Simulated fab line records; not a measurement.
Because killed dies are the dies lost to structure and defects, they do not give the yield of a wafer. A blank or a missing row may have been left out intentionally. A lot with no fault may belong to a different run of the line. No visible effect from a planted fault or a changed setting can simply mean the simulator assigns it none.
fab line records -- flow n5Finfet
[record] lots = 6, wafers = 18, lastDay = 17
route steps=1938 shown BEOL_M1@826 BEOL_M4@1111 PASSIVATION@1936
lots with no fault: from the same line, run without faults
startH: start of the lot's first displayed wafer, in hours after the record's first day -- waitH: how many hours have passed since the lot's step before this one -- " same as the row above -- L1.1+2: one row covering several wafers at once -- - no value, or no start given -- * or withheld: withheld -- < > ~ a bound
route shown NAME@n: names a module that has steps shown in the file, with the first one's number in the route -- usual: mean/standard deviation of fault-free wafers -- same: alike in all rows -- chamber/n: place in a boat -- sites: per-site readings -- _std_site: standard deviation across them -- _edge_site: outer sites' mean less inner sites' -- radiusMm: for every site, how far away it sits from the centre of the wafer -- mask NAME#n: copy n -- behind: tool/chamber where the wafer was last shaped -- hold: cause of the lot's hold/its duration in hours/its outcome -- device: whichever transistor did not switch (one of n, p or np) -- end of line: at the end of the route, the tests of the same wafers -- step lacking rows: just its recipe -- killed: at the first sort, the dies lost to defects and structure; wafer yield is something else -- map: a wafer's dies, x killed, . not, _ none there
set.NAME: the setting as run; set.NAME@STEP: as run at that earlier step -- model.NAME: the simulator's own value behind a step, which no gauge read
lots at selected steps of the route; one table per step, one row per wafer
services: a tool's chamber out of use, with start hour (startH, from the record's first day; less than 0 if before it), hours out, and reason
[[steps]]
[step N5_BEOL_M1_SPUTTER_92]
[recipe] material = Cu, targetThkA = 45, tempC = -20, chamberPressurePa = 0.07, powerW = withheld, timeS = 8.29
[step N5_BEOL_M1_ANNEAL_93]
[recipe] tempC = 400, timeS = 240, ambient = vacuum
[step N5_BEOL_M1_SPUTTER_94]
[recipe] material = Cu, targetThkA = 45, tempC = -20, chamberPressurePa = 0.07, powerW = withheld, timeS = 8.29
[usual] chuckSensorTempC = -15.9/0.54, susceptorTempC = -20.00/0.1, throttleValvePct = 29.5/1.2
[same] timeS = 8.29
lot.wafer,tool,chamber,startH,waitH,chuckSensorTempC,susceptorTempC,throttleValvePct
L145.1,pvdSputter-02,-,167.28,0.1,-16.1,-19.93,29.9
L145.2,pvdSputter-02,-,167.28,0.1,-16.2,-20.07,29.4
L145.5,pvdSputter-02,-,167.28,0.1,-16.5,-19.97,31.7
L147.1,pvdSputter-02,-,184.06,0.1,-15.8,-20.07,29.5
L147.3,pvdSputter-02,-,184.06,0.1,-16.1,-20.02,29.7
L147.4,pvdSputter-02,-,184.06,0.1,-16.4,-20.06,31.4
L152.2,pvdSputter-03,-,213.50,0.1,-15.3,-20.02,29.0
L152.3,pvdSputter-03,-,213.50,0.1,-15.5,-19.85,28.5
L152.6,pvdSputter-03,-,213.50,0.1,-15.4,-20.00,28.2
L154.2,pvdSputter-03,-,222.55,0.1,-15.4,-19.84,28.2
L154.3,pvdSputter-03,-,222.55,0.1,-15.4,-19.82,30.7
L154.4,pvdSputter-03,-,222.55,0.1,-15.3,-19.97,28.9
L157.1,pvdSputter-01,-,243.79,0.1,-17.1,-20.05,29.4
L157.3,pvdSputter-01,-,243.79,0.1,-15.8,-19.92,28.6
L157.5,pvdSputter-01,-,243.79,0.1,-17.1,-20.08,29.7
L159.2,pvdSputter-03,-,272.99,0.1,-15.4,-20.13,28.1
L159.4,pvdSputter-03,-,272.99,0.1,-15.4,-19.99,29.0
L159.5,pvdSputter-03,-,272.99,0.1,-15.6,-19.97,27.9
[step N5_BEOL_M1_ANNEAL_95]
[recipe] tempC = 400, timeS = 240, ambient = vacuum
[usual] heaterPowerW = 801/59, susceptorTempC = 399.99/0.21
[same] timeS = 240
lot.wafer,tool,chamber,startH,waitH,heaterPowerW,susceptorTempC
L145.1,pvdSputter-02,-,167.36,0.0,833,399.74
L145.2,pvdSputter-02,-,167.36,0.0,764,400.47
L145.5,pvdSputter-02,-,167.36,0.0,756,399.62
L147.1,pvdSputter-02,-,184.14,0.0,833,400.29
L147.3,pvdSputter-02,-,184.14,0.0,741,399.92
L147.4,pvdSputter-02,-,184.14,0.0,760,400.07
L152.2,pvdSputter-03,-,213.58,0.0,873,399.89
L152.3,pvdSputter-03,-,213.58,0.0,792,399.79
L152.6,pvdSputter-03,-,213.58,0.0,822,399.35
L154.2,pvdSputter-03,-,222.63,0.0,799,399.96
L154.3,pvdSputter-03,-,222.63,0.0,860,399.81
L154.4,pvdSputter-03,-,222.63,0.0,857,400.01
L157.1,pvdSputter-01,-,243.87,0.0,880,400.18
L157.3,pvdSputter-01,-,243.87,0.0,764,400.00
L157.5,pvdSputter-01,-,243.87,0.0,909,399.80
L159.2,pvdSputter-03,-,273.07,0.0,820,399.99
L159.4,pvdSputter-03,-,273.07,0.0,886,399.88
L159.5,pvdSputter-03,-,273.07,0.0,789,399.86
[step N5_BEOL_M1_SPUTTER_96]
[recipe] material = Cu, targetThkA = 45, tempC = -20, chamberPressurePa = 0.07, powerW = withheld, timeS = 8.29
[step N5_BEOL_M1_ECD_50]
[recipe] material = Cu, targetThkA = 3000
[step N5_BEOL_M1_ANNEAL_51]
[recipe] tempC = 225, timeS = 90, ambient = N2
[usual] wafer_temp_C_max = 226.0/0.31
[same] timeS = 90
lot.wafer,tool,chamber,startH,waitH,wafer_temp_C_max
L145.1,rtpAnneal-01,0,167.70,0.1,226.1
L145.2,rtpAnneal-01,0,167.70,0.1,226.3
L145.5,rtpAnneal-01,0,167.70,0.1,226.6
L147.1,rtpAnneal-02,0,184.68,0.3,226.1
L147.3,rtpAnneal-02,0,184.68,0.3,225.6
L147.4,rtpAnneal-02,0,184.68,0.3,225.7
L152.2,rtpAnneal-02,0,213.96,0.1,225.7
L152.3,rtpAnneal-02,0,213.96,0.1,225.8
L152.6,rtpAnneal-02,0,213.96,0.1,226.0
L154.2,rtpAnneal-01,0,223.01,0.1,225.7
L154.3,rtpAnneal-01,0,223.01,0.1,226.8
L154.4,rtpAnneal-01,0,223.01,0.1,226.1
L157.1,rtpAnneal-01,0,244.45,0.3,226.4
L157.3,rtpAnneal-01,0,244.45,0.3,226.0
L157.5,rtpAnneal-01,0,244.45,0.3,226.0
L159.2,rtpAnneal-02,0,273.60,0.2,225.7
L159.4,rtpAnneal-02,0,273.60,0.2,226.0
L159.5,rtpAnneal-02,0,273.60,0.2,225.9
[step N5_BEOL_M1_CMP_52]
[recipe] stopOn = SiOC, tOverpolishS = 6.8, downForcePsi = 1, platenRpm = 50, clearingPlatenDownForcePsi = 1.5, clearingPlatenRpm = 50, postCmpClean = cuAlkaline, targetThkNm = 40, clearingPlatenPadVelocityMS = 0.99484, padVelocityMS = 0.99484
[usual] barrierFieldEndpointS = 25.0/0.59, clearingPlatenDownForcePsi = 1.500/0.0031, clearingPlatenRpm = 49.998/0.026, motorCurrentA = 6.3/0.85, overpolishRunS = 6.800/0.0096, padLifeWafers = 1170/660, platenRpm = 50.00/0.032, timeToEndpointS = 63.7/2.9
lot.wafer,tool,chamber,startH,waitH,barrierFieldEndpointS,clearingPlatenDownForcePsi,clearingPlatenRpm,motorCurrentA,overpolishRunS,padLifeWafers,platenRpm,timeToEndpointS
L145.1,cmp-04,1,168.00,0.3,24.3,1.497,49.971,5.7,6.785,2160,49.95,63.7
L145.2,cmp-04,2,168.00,0.3,25.1,1.500,49.992,6.4,6.807,2161,49.98,64.8
L145.5,cmp-04,2,168.00,0.3,24.8,1.502,50.007,6.4,6.811,-,50.06,59.9
L147.1,cmp-01,3,184.98,0.3,24.7,1.503,50.026,5.8,6.801,1056,49.98,62.9
L147.4,cmp-01,0,184.98,0.3,25.0,1.500,50.033,6.2,6.803,1057,50.03,64.7
L147.3,cmp-01,1,184.98,0.3,24.9,1.500,49.982,5.1,6.792,1058,49.99,63.3
L152.3,cmp-02,1,214.21,0.2,24.2,1.502,50.034,7.5,6.791,54,50.07,62.6
L152.2,cmp-02,0,214.21,0.2,24.9,1.500,50.062,5.2,6.805,57,49.93,71.2
L152.6,cmp-02,2,214.21,0.2,24.9,1.503,49.993,6.4,6.804,-,49.96,67.7
L154.2,cmp-01,0,223.26,0.2,25.8,1.499,50.011,5.9,6.791,1308,49.95,67.2
L154.3,cmp-01,1,223.26,0.2,24.9,1.496,50.026,5.1,6.805,1309,49.99,63.1
L154.4,cmp-01,3,223.26,0.2,24.4,1.500,49.989,5.9,6.807,1311,50.00,59.1
L157.1,cmp-02,0,244.76,0.3,25.4,1.497,49.998,5.1,6.805,294,50.04,68.7
L157.3,cmp-02,1,244.76,0.3,24.7,1.499,50.005,7.9,6.802,295,50.05,68.1
L157.5,cmp-02,1,244.76,0.3,25.5,1.494,49.962,7.4,6.793,-,49.98,64.0
L159.4,cmp-02,2,273.87,0.1,25.2,1.503,49.984,7.1,6.812,492,49.95,59.7
L159.2,cmp-02,0,273.87,0.1,24.7,1.502,50.029,5.2,6.801,494,49.97,63.6
L159.5,cmp-02,2,273.87,0.1,24.5,1.500,49.974,6.5,6.797,-,49.99,60.0
[step N5_BEOL_M1_PRE_CLEAN_60]
[recipe] gas = NH3/H2, timeS = 15, tempC = *, rfPowerW = 300
[step N5_BEOL_M1_CO_CAP_55]
[recipe] material = Co, targetThkA = 20, tempC = 200, precursor = CCTBA/H2, pressureTorr = 30, timeS = 102.1
[usual] heaterPowerOuterW = 127/8.8, heaterPowerW = 240/13, susceptorTempC = 200.01/0.15
[same] timeS = 102.1
lot.wafer,tool,chamber,startH,waitH,heaterPowerOuterW,heaterPowerW,susceptorTempC
L145.1,cvdCo-01,1,168.37,0.0,135,252,200.14
L145.2,cvdCo-01,0,168.37,0.0,125,223,199.93
L145.5,cvdCo-01,1,168.37,0.0,139,243,199.85
L147.1,cvdCo-01,0,185.35,0.0,129,237,200.12
L147.3,cvdCo-01,2,185.35,0.0,130,250,199.87
L147.4,cvdCo-01,0,185.35,0.0,130,236,200.12
L152.2,cvdCo-02,2,214.58,0.0,109,213,200.08
L152.3,cvdCo-02,0,214.58,0.0,127,246,199.98
L152.6,cvdCo-02,1,214.58,0.0,121,252,200.02
L154.2,cvdCo-02,1,223.63,0.0,121,245,199.90
L154.3,cvdCo-02,0,223.63,0.0,128,242,199.69
L154.4,cvdCo-02,0,223.63,0.0,128,248,199.81
L157.1,cvdCo-01,1,245.13,0.0,139,253,199.88
L157.3,cvdCo-01,2,245.13,0.0,131,245,200.04
L157.5,cvdCo-01,2,245.13,0.0,126,245,199.79
L159.2,cvdCo-01,1,274.24,0.0,139,252,199.87
L159.4,cvdCo-01,0,274.24,0.0,127,242,200.30
L159.5,cvdCo-01,2,274.24,0.0,127,242,199.84
[step N5_BEOL_M1_PRE_CLEAN_56]
[recipe] gas = NH3, timeS = 15, tempC = withheld, rfPowerW = 300
[step N5_BEOL_M1_DEP_57]
[recipe] material = SiCN, targetThkA = 80, tempC = withheld, precursor = 3MS/NH3, pressureTorr = 3, rfW = 202, timeS = 14
[usual] showerheadPlenumPTorr = 3.661/0.011, throttleValvePct = 8.9/0.43
lot.wafer,tool,chamber,startH,waitH,showerheadPlenumPTorr,throttleValvePct,model.SiCN_of_BEOL_M1_DEP_57.thkNm
L145.1,pecvd-01,1,168.49,0.0,3.657,9.0,8.2
L145.2,pecvd-01,2,168.49,0.0,3.645,8.2,8
L145.5,pecvd-01,0,168.49,0.0,3.685,9.2,8.2
L147.1,pecvd-02,2,185.47,0.0,3.664,8.4,8
L147.3,pecvd-02,0,185.47,0.0,3.660,8.9,7.8
L147.4,pecvd-02,1,185.47,0.0,3.668,8.9,8
L152.2,pecvd-02,0,214.70,0.0,3.660,9.2,7.8
L152.3,pecvd-02,1,214.70,0.0,3.654,8.8,8.2
L152.6,pecvd-02,2,214.70,0.0,3.669,8.2,8
L154.2,pecvd-02,2,223.75,0.0,3.656,8.3,7.6
L154.3,pecvd-02,1,223.75,0.0,3.665,9.3,8.2
L154.4,pecvd-02,0,223.75,0.0,3.655,9.2,7.8
L157.1,pecvd-03,1,245.25,0.0,3.659,8.7,7.8
L157.3,pecvd-03,2,245.25,0.0,3.648,8.1,7.8
L157.5,pecvd-03,2,245.25,0.0,3.653,8.0,7.8
L159.2,pecvd-03,0,274.36,0.0,3.656,9.5,8
L159.4,pecvd-03,2,274.36,0.0,3.653,8.1,8.2
L159.5,pecvd-03,0,274.36,0.0,3.668,9.5,8.4
[step N5_BEOL_M4_RC_MEAS_101]
[usual] DIBL_N = 36.1/1.6, DIBL_P = 35.7/1.8, IOFF_N = 0.159/0.027, IOFF_P = 0.21/0.03, ION_N = 673/10, ION_P = 462/7.4, SS_N = 71.4/0.56, SS_P = 73.2/0.61, VT_N = 249.7/3, VT_P = -250/3.1
lot.wafer,tool,chamber,startH,waitH,DIBL_N[mV/V],DIBL_P[mV/V],IOFF_N[nA/um],IOFF_P[nA/um],ION_N[uA/um],ION_P[uA/um],SS_N[mV/dec],SS_P[mV/dec],VT_N[mV],VT_P[mV]
L145.1,prober-01,0,199.26,0.3,37.0,35.0,0.156,0.19,680,459,71.6,72.9,250.1,-249
L145.2,prober-01,0,199.26,0.3,36.6,35.1,0.156,0.20,679,470,71.8,72.3,251.7,-250
L145.5,prober-01,0,199.26,0.3,37.1,34.1,0.142,0.18,660,450,71.5,72.8,251.9,-253
L147.1,prober-02,0,220.72,0.0,35.0,34.5,0.155,0.19,666,451,71.8,73.2,247.7,-251
L147.3,prober-02,0,220.72,0.0,35.5,35.5,0.153,0.19,673,463,71.5,73.1,250.3,-252
L147.4,prober-02,0,220.72,0.0,36.4,35.6,0.173,0.20,677,459,72.1,73.8,249.8,-251
L152.2,prober-02,0,252.58,0.2,33.3,32.8,0.113,0.16,648,452,70.7,72.1,256.3,-254
L152.3,prober-02,0,252.58,0.2,32.5,32.2,0.104,0.16,653,455,69.9,72.1,256.1,-254
L152.6,prober-02,0,252.58,0.2,35.3,36.0,0.148,0.21,675,459,70.9,73.1,251.5,-251
L154.2,prober-02,0,255.74,0.2,36.3,35.4,0.162,0.21,668,465,71.7,73.2,249.7,-248
L154.3,prober-02,0,255.74,0.2,38.1,38.6,0.210,0.28,677,464,72.6,73.8,243.5,-245
L154.4,prober-02,0,255.74,0.2,37.7,39.1,0.206,0.27,685,474,71.9,73.0,244.7,-245
L157.1,prober-02,0,282.78,0.0,37.0,35.5,0.168,0.20,664,462,72.1,72.5,246.6,-250
L157.3,prober-02,0,282.78,0.0,36.5,34.4,0.148,0.19,673,459,71.2,73.0,252.9,-251
L157.5,prober-02,0,282.78,0.0,35.6,32.1,0.128,0.16,649,445,72.3,72.1,256.6,-255
L159.2,prober-01,0,309.41,0.2,33.5,33.4,0.125,0.17,674,463,71.4,72.5,253.5,-253
L159.4,prober-01,0,309.41,0.2,36.8,37.8,0.185,0.24,687,469,71.3,73.4,248.2,-248
L159.5,prober-01,0,309.41,0.2,33.9,33.7,0.131,0.17,674,459,71.1,72.3,248.2,-253
[step N5_PASSIVATION_PROBE_49]
[usual] defectLimitedYield = 91.0/1.3, killed_at_M0_to_M3 = 33/10, killed_at_M4_up = 14/5.6, killedAtContacts = 12/5.8, killedAtFrontEnd = 43/11, killedAtOther = 4.1/2.8, killedDies = 106/15, killedOpen = 70/12, killedShort = 34/7.5, sort_bin_5_function = 5.3/0.88, sort_bin_6_memory = 3.3/0.64, sortNPass = 1074/15, sortYieldPct = 91.0/1.3
[same] grossDies = 1180, killedAtBackSide = 0, sort_bin_4_leakage[%] = 0, sort_bin_8_speed[%] = 0
lot.wafer,tool,chamber,startH,waitH,defectLimitedYield[%],killed_at_M0_to_M3,killed_at_M4_up,killedAtContacts,killedAtFrontEnd,killedAtOther,killedDies,killedOpen,killedShort,sort_bin_5_function[%],sort_bin_6_memory[%],sortNPass,sortYieldPct[%]
L157.1,prober-02,-,380.16,0.0,92.4,22,14,24,28,2,90,59,30,4.7,2.8,1090,92.4
L157.3,prober-02,-,380.26,0.1,90.9,39,13,22,28,5,107,78,28,5.3,3.4,1073,90.9
L157.5,prober-02,-,380.36,0.2,90.5,46,4,20,38,4,112,73,38,5.8,3.6,1068,90.5
// killed by level:class
L157.1 MOL_CONTACT_COAG:geometricParticle:open=18 STI_FIN_REVEAL:geometricParticle:open=8 BEOL_M3:geometricParticle:open=7 BEOL_M0_SAQP:geometricParticle:open=6 FIN_SAQP:geometricParticle:short=5 MOL_CONTACT_COAG:geometricParticle:short=5 BEOL_M5:geometricParticle:open=4 STI_FIN_REVEAL:geometricParticle:short=3
L157.3 MOL_CONTACT_COAG:geometricParticle:open=19 BEOL_M0_SAQP:geometricParticle:open=11 BEOL_M3:geometricParticle:open=8 STI_FIN_REVEAL:geometricParticle:open=7 BEOL_M1:geometricParticle:short=6 BEOL_M5:geometricParticle:open=6 BEOL_M0_SAQP:geometricParticle:short=4 FIN_SAQP:geometricParticle:open=3
L157.5 MOL_CONTACT_COAG:geometricParticle:open=15 BEOL_M3:geometricParticle:open=10 BEOL_M0_SAQP:geometricParticle:short=8 BEOL_M1:geometricParticle:open=7 FIN_SAQP:geometricParticle:open=6 STI_FIN_REVEAL:geometricParticle:open=6 MOL_CONTACT_COAG:geometricParticle:short=5 BEOL_M0_SAQP:geometricParticle:open=5
[[services]]
tool,chamber,startH,hours,kind
pecvd-03,-,146.85,5.5,pm
pvdSputter-03,-,159.89,2.5,repair
pecvd-03,-,161.70,1.3,repair
cmp-04,-,173.75,4.0,pm
rtpAnneal-01,-,185.88,2.8,pm
cmp-01,-,188.53,14.5,pm
cmp-04,-,194.82,0.4,repair
cmp-02,-,202.24,0.3,repair
cmp-02,-,204.88,4.0,pm
cmp-02,-,208.88,-,consumableReplace:conditioner
cmp-02,-,208.88,-,consumableReplace:pad
cvdCo-01,1,209.51,7.7,repair
cmp-02,-,222.61,6.2,repair
cvdCo-01,-,228.38,6.9,pm
cmp-01,-,229.65,3.2,repair
pecvd-03,0,230.99,13.4,repair
pecvd-01,2,237.14,7.1,repair
cmp-01,-,238.96,0.3,repair
cmp-04,-,247.56,1.2,repair
cvdCo-01,-,253.77,3.2,repair
cmp-04,-,255.29,0.5,repair
cvdCo-02,-,259.45,4.3,pm
pecvd-02,0,260.35,2.1,scheduledDown
cmp-04,-,261.01,0.4,repair
[[key]]
firstSign none at tools or gauges
[modelEffect] step = N5_BEOL_M1_DEP_57, value = SiCN_of_BEOL_M1_DEP_57.thkNm, without = 7.8, struck = 8.2
metAt N5_BEOL_M1_DEP_57
struckWafers L152.3,L154.3
onsetBetween 185.47 214.70
[fault] kind = processParameterDrift, tool = pecvd-02, chamber = -, onsetH = 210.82, steps = N5_BEOL_M1_DEP_57, channel = timeS, offset = *, shape = step, endH = 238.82, scope = struckWafersOnly, actsIn = *, stated = *
